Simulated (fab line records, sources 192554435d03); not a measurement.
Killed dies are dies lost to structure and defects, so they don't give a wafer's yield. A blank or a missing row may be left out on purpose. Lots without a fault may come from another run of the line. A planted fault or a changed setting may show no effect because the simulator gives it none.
Chamber matching | flow n5_finfet | N5_BEOL_M2_PECVD_72 on pecvd-01: 3 sister chambers
The step deposits SiO2 from TEOS/O2, target thk 16 nm, time 18 s. 6 wafers are shown with their chamber, then 9 later ones without.

WAFERS WITH THEIR CHAMBER
wafer  | chamber | throttle_valve_pct (%) | showerhead_plenum_p_Torr (Torr)
L079.3 | 2       | 20.7                   | 8.83
L081.2 | 2       | 20.9                   | 8.81
L082.6 | 0       | 23.5                   | 8.70
L083.1 | 1       | 23.1                   | 8.74
L083.3 | 0       | 23.2                   | 8.70
L083.5 | 1       | 23.0                   | 8.74

WAFERS WITHOUT THEIR CHAMBER
wafer  | throttle_valve_pct (%) | showerhead_plenum_p_Torr (Torr)
L092.3 | 23.4                   | 8.71
L092.4 | 23.1                   | 8.77
L092.5 | 23.4                   | 8.70
L093.1 | 23.4                   | 8.71
L093.2 | 20.9                   | 8.84
L093.6 | 23.5                   | 8.69
L097.1 | 21.4                   | 8.85
L097.2 | 22.9                   | 8.74
L097.4 | 23.3                   | 8.69

WHICH CHAMBER EACH WENT THROUGH
wafer  | from the rows above | in truth
L092.3 | 0                   | 0
L092.4 | 1                   | 1
L092.5 | 0                   | 0
L093.1 | 0                   | 0
L093.2 | 2                   | 2
L093.6 | 0                   | 0
L097.1 | 2                   | 2
L097.2 | 1                   | 1
L097.4 | 0                   | 0
Placed correctly: 9 of 9. Can't be placed from these rows: 0. Placed wrongly: 0.
How it was worked out, from the rows above alone: a wafer's distance from a chamber is the root of the sum, over the readings, of the square of ((its reading less the chamber's mean) divided by the reading's scatter). The wafer belongs to the nearest chamber; if the next one is less than 2 further off, it can't be placed. A chamber's mean is the mean of its shown wafers. The scatter: the root of (the sum of the squares of (reading less its chamber's mean) over the shown wafers, divided by (wafers less chambers)).
